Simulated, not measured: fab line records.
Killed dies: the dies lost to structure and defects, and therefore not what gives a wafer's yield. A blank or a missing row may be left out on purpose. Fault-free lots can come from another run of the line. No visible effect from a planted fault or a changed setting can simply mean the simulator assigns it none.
Code-filled problem report in 8D (eight disciplines) form | flow n5Finfet | the parts of the form that need people (team, actions taken, sign-off) are left out

1. WHAT WENT WRONG
Mean of trenchDepthNm at N5_BEOL_M5_OCD_MEAS_38: 54.5 nm across 2 wafers in 2 lots; on wafers with no fault it is 71.0 nm (standard deviation 1.9). That is -8.7 standard deviations from the usual mean.
First observed at day 16 13:47: wafer L934.5, on ocd-01. The record has a number at this step for 30 wafers belonging to 10 lots. Rule for "out", or "out of limits": more than 4 standard deviations from the usual mean. All remaining wafers that have a number are taken as sound.

2. WHAT THIS IS AND IS NOT
question                    | is                | is not
which readings at this step | trenchDepthNm     | -
which lots                  | L931, L934        | L912, L917, L918, L920, L923, L924, L925, L932
which wafers of those lots  | L931.6, L934.5    | L931.2, L931.3, L934.1, L934.2
read on which gauges        | ocd-01, ocd-02    | -
when                        | from day 16 13:47 | up to then (26 sound wafers); but 2 sound wafers of L931 came after

3. THE SUSPECTS, EACH WITH WHAT RULES IT OUT
Counting: a tool at a process step up to the reading stays a suspect if it ran every lot that is out. Sound lots after the first of them don't rule it out here, since some wafers of a struck lot are sound.
- ruled out: the gauge at N5_BEOL_M5_OCD_MEAS_38. The wafers that are out were read on 2 gauges (ocd-01, ocd-02).
- rieDiel-02 at N5_BEOL_M5_ETCH_68 (etches SOC in N2/H2, target depth 80 nm, overetch 16 nm, time 120 s): kept. It processed each lot that is out (first: L934, day 16 13:27); up to then, its last sound lot is L923 (day 14 13:01).
- rieDiel-02 at N5_BEOL_M5_TRENCH_ETCH_37 (etches SiCOH lowk in C4F6/O2, target depth 71.652 nm, time 24.7 s): kept. It processed each lot that is out (first: L934, day 16 13:38); up to then, its last sound lot is L923 (day 14 13:12).
- rieDiel-02 at N5_BEOL_M5_STRIP_91 (strips in N2/H2, time 10 s): kept. It processed each lot that is out (first: L934, day 16 13:47); up to then, its last sound lot is L923 (day 14 13:22). With no start given for some of its lots, N5_BEOL_M5_STRIP_91 uses the hours and lot order of N5_BEOL_M5_OCD_MEAS_38.
Left after counting: rieDiel-02 at N5_BEOL_M5_ETCH_68, rieDiel-02 at N5_BEOL_M5_TRENCH_ETCH_37, rieDiel-02 at N5_BEOL_M5_STRIP_91.

4. THE CAUSE (what the simulator had put in)
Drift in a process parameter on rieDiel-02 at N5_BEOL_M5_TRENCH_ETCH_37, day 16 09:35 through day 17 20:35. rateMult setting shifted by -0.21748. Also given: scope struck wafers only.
Of the 3 suspects that counting leaves, this tool is one.

5. THE CHAIN OF EFFECTS, in route order
Rows list readings where the struck wafers' mean (over those with a number) sits beyond 3 standard deviations from the usual. Only readings whose record carries a usual standard deviation are examined. hours: median over the lots of the time between each lot's start at the first step of this table that gives one and its start at this step. sigmas: the change, counted in usual standard deviations.
hours | step                    | reading          | usual        | on struck wafers | change | sigmas
0     | N5_BEOL_M5_OCD_MEAS_38  | trenchDepthNm    | 71.0 nm      | 54.5             | -16.5  | -8.7
9     | N5_BEOL_M5_THK_MEAS_53  | M5_THK           | 61.6 nm      | 43.8             | -17.8  | -7.7
9     | N5_BEOL_M5_RS_MEAS_57   | M5_RS            | 0.393 ohm/sq | 0.599            | +0.206 | +12
89    | N5_BEOL_M15_RC_MEAS_101 | SERP_M5          | 39.0 ohm/um  | 57.5             | +18.5  | +8.0
89    | N5_BEOL_M15_RC_MEAS_101 | SERP_M5_max_site | 40.5 ohm/um  | 60.0             | +19.5  | +8.1

6. WHAT WOULD HAVE CAUGHT IT SOONER
In this record the first reading out of limits at a measuring or inspecting step was taken at day 16 13:47, 4 hours after the fault began at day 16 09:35.
Tool readings at N5_BEOL_M5_TRENCH_ETCH_37 with a usual standard deviation given in the record: none out on any struck wafer, hence no alarm at a limit of 4 standard deviations on them.
Among the 2 lots that are out, L931 began N5_BEOL_M5_TRENCH_ETCH_37 on rieDiel-02 after day 16 13:47. Had the tool been put on hold then, it would have been spared.
